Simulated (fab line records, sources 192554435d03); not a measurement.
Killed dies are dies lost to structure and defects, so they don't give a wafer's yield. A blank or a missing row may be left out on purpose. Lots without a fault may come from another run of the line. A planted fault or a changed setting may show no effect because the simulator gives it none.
Split-lot experiment | flow n5_finfet | 7 lots, 21 wafers read, on a route of 1938 steps

THE SPLIT
At N5_PASSIVATION_VIA_ETCH_13 (etches SiO2 in CHF3/O2, target depth 660 nm, time 330 s), the setting bias_w was moved away from the recipe's 170 W on 11 of the 21 wafers read, by -11.8% to +16.6%. The other wafers ran this setting at the recipe's value.

The reading is taken at the split's own step.

THE READING
rf_vpp_V, in V, at N5_PASSIVATION_VIA_ETCH_13 (etches SiO2 in CHF3/O2, target depth 660 nm, time 330 s). Fault-free wafers of this fab line usually give 520 V, standard deviation 9.9 V.

wafer  | tool, chamber at the split | bias_w as run, W | against the recipe | rf_vpp_V, V | against lot-mates on the recipe
L078.2 | rie_diel-02, 0             | 198.3            | +16.6%             | 578         | +38
L078.3 | rie_diel-02, 3             | 170              | recipe             | 540         | -
L078.4 | rie_diel-02, 1             | 198.3            | +16.6%             | 585         | +45
L083.4 | rie_diel-03, 2             | 170              | recipe             | 516         | -
L083.5 | rie_diel-03, 0             | 170              | recipe             | 523         | -
L083.6 | rie_diel-03, 1             | 170              | recipe             | 506         | -
L085.2 | rie_diel-03, 2             | 194.8            | +14.6%             | 577         | +54
L085.3 | rie_diel-03, 3             | 194.8            | +14.6%             | 569         | +46
L085.5 | rie_diel-03, 0             | 170              | recipe             | 523         | -
L089.4 | rie_diel-03, 0             | 149.9            | -11.8%             | 472         | -44
L089.5 | rie_diel-03, 3             | 170              | recipe             | 510         | -
L089.6 | rie_diel-03, 0             | 170              | recipe             | 523         | -
L088.1 | rie_diel-02, 2             | 170              | recipe             | 532         | -
L088.2 | rie_diel-02, 1             | 184              | +8.2%              | 551         | +19
L088.3 | rie_diel-02, 0             | 184              | +8.2%              | 543         | +11
L092.2 | rie_diel-02, 0             | 153.5            | -9.7%              | 469         | -62
L092.3 | rie_diel-02, 1             | 153.5            | -9.7%              | 476         | -55
L092.6 | rie_diel-02, 2             | 170              | recipe             | 531         | -
L095.2 | rie_diel-04, 3             | 188.2            | +10.7%             | 566         | +45
L095.3 | rie_diel-04, 2             | 188.2            | +10.7%             | 559         | +38
L095.5 | rie_diel-04, 3             | 170              | recipe             | 521         | -

THE FIT
A straight line over all 21 wafers: rf_vpp_V changes by +3.88 V for each +1% of bias_w; r = +0.97; the points scatter about the line by 8.6 V.
The same after taking each lot's own level away (the mean of its wafers on the recipe; 21 wafers): +3.59 V for each +1%; r = +0.95; scatter 10 V.
On that fit, the largest move of bias_w shifts the reading by 60 V.
The lots' own levels span 515.0 to 540.0 V, that is 2.5 times the standard deviation above.
So the lot-to-lot level changes the slope little: the two slopes agree.
Check: with one of the wafers moved furthest among these (+16.6%) left out of the fit, the line predicts +57.8 V for it against its lot-mates. It came out at +38 V against them.
Tool readings at the split's step, against how far the setting was moved: etch_rf_on_time_s r = -0.89; rf_vpp_V r = +0.97.

OTHER SPLITS ON THESE WAFERS
These wafers also went through other splits before the reading. Each is held against what the fit with the lots' levels taken away leaves over:
other split on the same wafers        | wafers away from the commonest value | r with rf_vpp_V (lot level and that fit taken away)
N5_BEOL_M15_DEVELOP_27 develop_time_s | 11                                   | -0.02

THE WHOLE CHAIN: every reading that the file lists as answering this split, in the file's order
step                       | what it does                                            | reading           | change (the file's fit)              | r (the file's)
N5_PASSIVATION_VIA_ETCH_13 | etches SiO2 in CHF3/O2, target depth 660 nm, time 330 s | etch_rf_on_time_s | withheld for each +1% of the setting | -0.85
N5_PASSIVATION_VIA_ETCH_13 | etches SiO2 in CHF3/O2, target depth 660 nm, time 330 s | rf_vpp_V          | +3.39 V for each +1% of the setting  | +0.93

THE FILE'S OWN FIT
rf_vpp_V changes by +3.39 V for each +1% of bias_w, r = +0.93.
